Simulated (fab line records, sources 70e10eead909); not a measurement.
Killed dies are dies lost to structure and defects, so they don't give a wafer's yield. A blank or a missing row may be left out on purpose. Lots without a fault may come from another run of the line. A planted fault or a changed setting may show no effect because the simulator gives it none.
Chamber matching | flow nand_harc | NHARC_P_GATE_DESCUM_61 on rie_diel-10: 4 sister chambers
The step chemistry O2, time 3 s. 20 wafers are shown with their chamber, then 10 later ones without.

WAFERS WITH THEIR CHAMBER
wafer  | chamber | showerhead_plenum_p_Torr (Torr) | drypump_motor_current_A (A) | oes_product_au (a.u.)
L078.1 | 1       | 1.96                            | 5.8                         | 1.008
L078.3 | 2       | 2.04                            | 4.8                         | 0.989
L078.6 | 2       | 2.03                            | 4.8                         | 0.984
L081.2 | 3       | 1.80                            | 5.7                         | 1.008
L081.4 | 2       | 2.03                            | 4.8                         | 0.990
L081.5 | 1       | 1.96                            | 5.8                         | 1.012
L085.1 | 0       | 1.78                            | 5.8                         | 0.987
L085.2 | 3       | 1.80                            | 5.7                         | 1.002
L085.3 | 1       | 1.96                            | 5.8                         | 1.001
L084.3 | 1       | 1.96                            | 5.8                         | 0.994
L084.4 | 3       | 1.80                            | 5.7                         | 1.001
L084.5 | 2       | 2.03                            | 4.8                         | 0.985
L088.1 | 1       | 1.96                            | 5.8                         | 1.010
L088.4 | 2       | 2.03                            | 4.7                         | 1.001
L088.5 | 2       | 2.03                            | 4.7                         | 1.008
L087.2 | 1       | 1.96                            | 5.8                         | 0.997
L087.3 | 3       | 1.80                            | 5.7                         | 1.008
L087.5 | 1       | 1.96                            | 5.8                         | 1.001
L089.2 | 0       | 1.78                            | 5.8                         | 0.995
L089.4 | 1       | 1.96                            | 5.9                         | 0.999

SIGNATURES (means of the wafers above)
reading                  | chamber 0 | chamber 1 | chamber 2 | chamber 3 | scatter within a chamber
showerhead_plenum_p_Torr | 1.7800    | 1.9600    | 2.0317    | 1.8000    | 0.00228
drypump_motor_current_A  | 5.800     | 5.812     | 4.767     | 5.700     | 0.0372
oes_product_au           | 0.99100   | 1.00275   | 0.99283   | 1.00475   | 0.0072
Rule: a wafer's distance from a chamber is the root of the sum, over the readings, of the square of ((its reading less the chamber's mean) divided by the reading's scatter). The wafer belongs to the nearest chamber; if the next one is less than 2 further off, it can't be placed. The scatter: the root of (the sum of the squares of (reading less its chamber's mean) over the shown wafers, divided by (wafers less chambers)).

WAFERS WITHOUT THEIR CHAMBER
wafer  | showerhead_plenum_p_Torr (Torr) | drypump_motor_current_A (A) | oes_product_au (a.u.)
L089.5 | 1.80                            | 5.7                         | 1.003
L090.4 | 1.96                            | 5.8                         | 0.997
L090.5 | 1.80                            | 5.7                         | 1.008
L090.6 | 1.78                            | 5.9                         | 1.003
L093.3 | 1.80                            | 5.7                         | 1.005
L093.4 | 1.78                            | 5.8                         | 1.002
L093.6 | 2.03                            | 4.7                         | 0.974
L094.2 | 1.95                            | 5.8                         | 1.014
L094.5 | 1.80                            | 5.7                         | 1.004
L094.6 | 2.03                            | 4.8                         | 0.978

WHICH CHAMBER EACH WENT THROUGH
wafer  | from the rows above | in truth
L089.5 | 3                   | 3
L090.4 | 1                   | 1
L090.5 | 3                   | 3
L090.6 | 0                   | 0
L093.3 | 3                   | 3
L093.4 | 0                   | 0
L093.6 | 2                   | 2
L094.2 | 1                   | 1
L094.5 | 3                   | 3
L094.6 | 2                   | 2
Placed correctly: 10 of 10. Can't be placed from these rows: 0. Placed wrongly: 0.
